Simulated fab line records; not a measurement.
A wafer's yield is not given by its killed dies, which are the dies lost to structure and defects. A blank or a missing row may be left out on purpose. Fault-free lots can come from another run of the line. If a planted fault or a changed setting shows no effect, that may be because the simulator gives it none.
Lot-split experiment    flow n5Finfet    on a route of 1938 steps: 7 lots, 21 wafers read

ABOUT THE SPLIT
At N5_BEOL_M5_EXPOSE_08 (exposes mask M5, target cd 28 nm), the setting doseMj was moved away from the recipe's 35.75 on 6 of the 21 wafers read, by -5.6% to +7.2%. This setting was run at the recipe's value on the other wafers.

FROM THE SPLIT TO THE READING: what the file shows between them, 2 steps
- N5_BEOL_M5_PEB_09: peb time 60 s
- N5_BEOL_M5_DEVELOP_10: develop time 30 s

THE READING
cdNm at N5_BEOL_M5_CD_MEAS_11, given in nm (cd target 27.74 nm). A value of 28.03 nm with a standard deviation of 0.23 nm is what fault-free wafers of this fab line usually give.

wafer   tool, chamber at the split  doseMj as run  against the recipe  cdNm, nm  against lot-mates on the recipe
L078.1  euvScanner-01, 0            35.75          recipe              28.01     -
L078.3  euvScanner-01, 0            35.75          recipe              27.93     -
L078.4  euvScanner-01, 0            35.75          recipe              27.88     -
L081.3  euvScanner-02, 0            35.75          recipe              28.29     -
L081.4  euvScanner-02, 0            35.75          recipe              27.97     -
L081.6  euvScanner-02, 0            35.75          recipe              27.99     -
L083.2  euvScanner-02, 0            36.92          +3.3%               28.90     +0.55
L083.3  euvScanner-02, 0            35.75          recipe              28.35     -
L083.4  euvScanner-02, 0            36.92          +3.3%               28.71     +0.36
L084.1  euvScanner-02, 0            33.75          -5.6%               26.36     -1.47
L084.4  euvScanner-02, 0            33.75          -5.6%               26.50     -1.33
L084.5  euvScanner-02, 0            35.75          recipe              27.83     -
L085.2  euvScanner-02, 0            35.75          recipe              28.19     -
L085.4  euvScanner-02, 0            37.75          +5.6%               29.24     +1.34
L085.5  euvScanner-02, 0            35.75          recipe              27.61     -
L095.1  euvScanner-01, 0            35.75          recipe              27.88     -
L095.4  euvScanner-01, 0            35.75          recipe              28.29     -
L095.6  euvScanner-01, 0            35.75          recipe              27.92     -
L097.1  euvScanner-01, 0            38.31          +7.2%               30.08     +1.88
L097.2  euvScanner-01, 0            35.75          recipe              28.23     -
L097.4  euvScanner-01, 0            35.75          recipe              28.16     -

THE FIT
A straight line over all 21 wafers: cdNm changes by +0.268 nm for each +1% of doseMj; r = +0.97; the points scatter about the line by 0.2 nm.
The same after taking each lot's own level away (the mean of its wafers on the recipe; 21 wafers): +0.239 nm for each +1%; r = +0.97; scatter 0.18 nm.
The reading moves by 1.7 nm for the largest change in doseMj, on that fit.
Measured against the standard deviation above, the lots' own levels, which go from 27.830 to 28.350 nm, span 2.3 times it.
Hence the slope depends on the lot-to-lot level, as the two fits are not the same.
Check: +1.59 nm against its lot-mates is what the line predicts for one of the wafers moved furthest among these (+7.2%) when that wafer is left out of the fit. Against them it came out at +1.88 nm.

FURTHER SPLITS ON THESE WAFERS
These wafers also went through other splits before the reading. Each is held against what the fit with the lots' levels taken away leaves over:
other split on the same wafers  wafers away from the commonest value  r with cdNm (lot level and that fit taken away)
N5_BEOL_M3_EXPOSE_08 doseMj     5                                     -0.13

THE WHOLE CHAIN: every reading that the file lists as answering this split, in the file's order
step                   what it does                                                           reading                                                        change (the file's fit)                r (the file's)
N5_BEOL_M5_CD_MEAS_11  target cd 27.74 nm                                                     cdNm                                                           +0.243 nm for each +1% of the setting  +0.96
N5_BEOL_M5_DESCUM_16   chemistry O2, time 7 s                                                 BEOL_M5.cdNm (the simulator's own value, which no gauge read)  +0.228 nm for each +1% of the setting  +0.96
N5_BEOL_M5_ETCH_61     etches SiARC in CF4, target depth 15.6 nm, time 26 s                   BEOL_M5.cdNm (the simulator's own value, which no gauge read)  +0.203 nm for each +1% of the setting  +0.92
N5_BEOL_M5_ETCH_62     etches SOC in N2/H2, target depth 75 nm, overetch 15 nm, time 112.5 s  BEOL_M5.cdNm (the simulator's own value, which no gauge read)  +0.21 nm for each +1% of the setting   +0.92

FILE'S OWN FIT
cdNm changes by +0.243 nm for each +1% of doseMj, r = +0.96.
